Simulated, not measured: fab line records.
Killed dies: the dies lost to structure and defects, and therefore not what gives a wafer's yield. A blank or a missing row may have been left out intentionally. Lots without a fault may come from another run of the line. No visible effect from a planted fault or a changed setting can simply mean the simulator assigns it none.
Matching of chambers    flow nand harc    NHARC_A_M0_STRIP_18 on rie diel-01 has 4 sister chambers
The step strips in N2/H2. 8 wafers are shown with their chamber, then 10 later ones without.

== EACH WAFER AND ITS CHAMBER ==
wafer   chamber  drypump motor current A (A)  oes product au (a.u.)
L079.5  3        5.7                          0.999
L088.1  1        5.3                          1.006
L088.2  3        5.7                          1.005
L091.1  2        6.0                          1.006
L091.2  0        5.7                          1.017
L091.6  0        5.7                          1.015
L092.1  2        6.0                          1.001
L092.3  1        5.4                          0.991

== WAFERS WHOSE CHAMBER IS MISSING ==
wafer   drypump motor current A (A)  oes product au (a.u.)
L092.5  6.0                          0.999
L094.2  5.7                          1.016
L094.3  5.3                          0.988
L094.4  5.7                          1.006
L095.2  5.7                          1.009
L095.4  5.4                          0.991
L095.5  5.7                          0.992
L097.3  5.7                          1.023
L097.4  5.3                          0.997
L097.6  6.0                          0.997

== WHICH CHAMBER EACH WENT THROUGH ==
wafer    from the rows above       in truth
L092.5   2                         2
L094.2   0                         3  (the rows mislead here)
L094.3   1                         1
L094.4   can't be placed: 3 or 0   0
L095.2   can't be placed: 3 or 0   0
L095.4   1                         1
L095.5   3                         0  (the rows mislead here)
L097.3   0                         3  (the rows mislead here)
L097.4   1                         1
L097.6   2                         2
5 of 10 placed correctly. From these rows, 2 cannot be placed; in 2 the true chamber is one of the candidates. Wrongly placed: 3.
How it was worked out, from the rows above alone: a wafer's distance from a chamber is the root of the sum, over the readings, of the square of ((its reading less the chamber's mean) divided by the reading's scatter). If the next closest chamber is less than 2 further off than the closest, the wafer can't be placed; otherwise it belongs to the closest. For every chamber, the mean is computed from those of its wafers that are shown. How the scatter is found: for the shown wafers, subtract from each reading the mean of its chamber, square and add these, divide the total by (wafers less chambers), then take the root.
